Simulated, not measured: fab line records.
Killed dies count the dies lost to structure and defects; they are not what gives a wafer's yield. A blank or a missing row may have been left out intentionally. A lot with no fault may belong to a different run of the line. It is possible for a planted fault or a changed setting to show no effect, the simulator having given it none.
Matching of chambers | flow nand-harc | NHARC_A_STAIRCASE_ETCH_253 on rie-diel-02 has 4 sister chambers
The step etches the open film in C4F8/O2, target depth 50 nm, time 20.2 s. 8 wafers are shown with their chamber, then 7 later ones without.

== WAFERS, EACH WITH ITS CHAMBER ==
wafer  | chamber | rf-vpp-V (V) | oes-product-au (a.u.)
L963.3 | 2       | 897          | 0.967
L970.1 | 1       | 902          | 0.966
L970.4 | 0       | 905          | 0.967
L973.1 | 3       | 892          | 0.981
L973.3 | 0       | 905          | 0.932
L973.6 | 1       | 900          | 0.973
L985.4 | 2       | 897          | 0.959
L985.5 | 3       | 892          | 0.973

== WAFERS WITH NO CHAMBER GIVEN ==
wafer  | rf-vpp-V (V) | oes-product-au (a.u.)
L985.6 | 898          | 0.961
L984.1 | 906          | 0.964
L984.2 | 898          | 0.962
L984.5 | 892          | 0.950
L986.1 | 901          | 0.935
L986.4 | 899          | 0.969
L986.6 | 891          | 0.945

== THE CHAMBER EACH PASSED THROUGH ==
wafer  | from the rows above     | in truth
L985.6 | 2                       | 2
L984.1 | 0                       | 0
L984.2 | 2                       | 2
L984.5 | 3                       | 3
L986.1 | 1                       | 1
L986.4 | can't be placed: 1 or 2 | 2
L986.6 | 3                       | 3
Correct placement for 6 of the 7. Can't be placed from these rows: 1 (the true chamber is among the candidates in 1). Number placed wrongly: 0.
How it was worked out, from the rows above alone: a wafer's distance from a chamber is the root of the sum, over the readings, of the square of ((its reading less the chamber's mean) divided by the reading's scatter). If the next closest chamber is less than 2 further off than the closest, the wafer can't be placed; otherwise it belongs to the closest. For every chamber, the mean is computed from those of its wafers that are shown. The scatter is the square root of a quotient: the sum, over the shown wafers, of each reading's squared deviation from its chamber's mean, divided by wafers minus chambers.
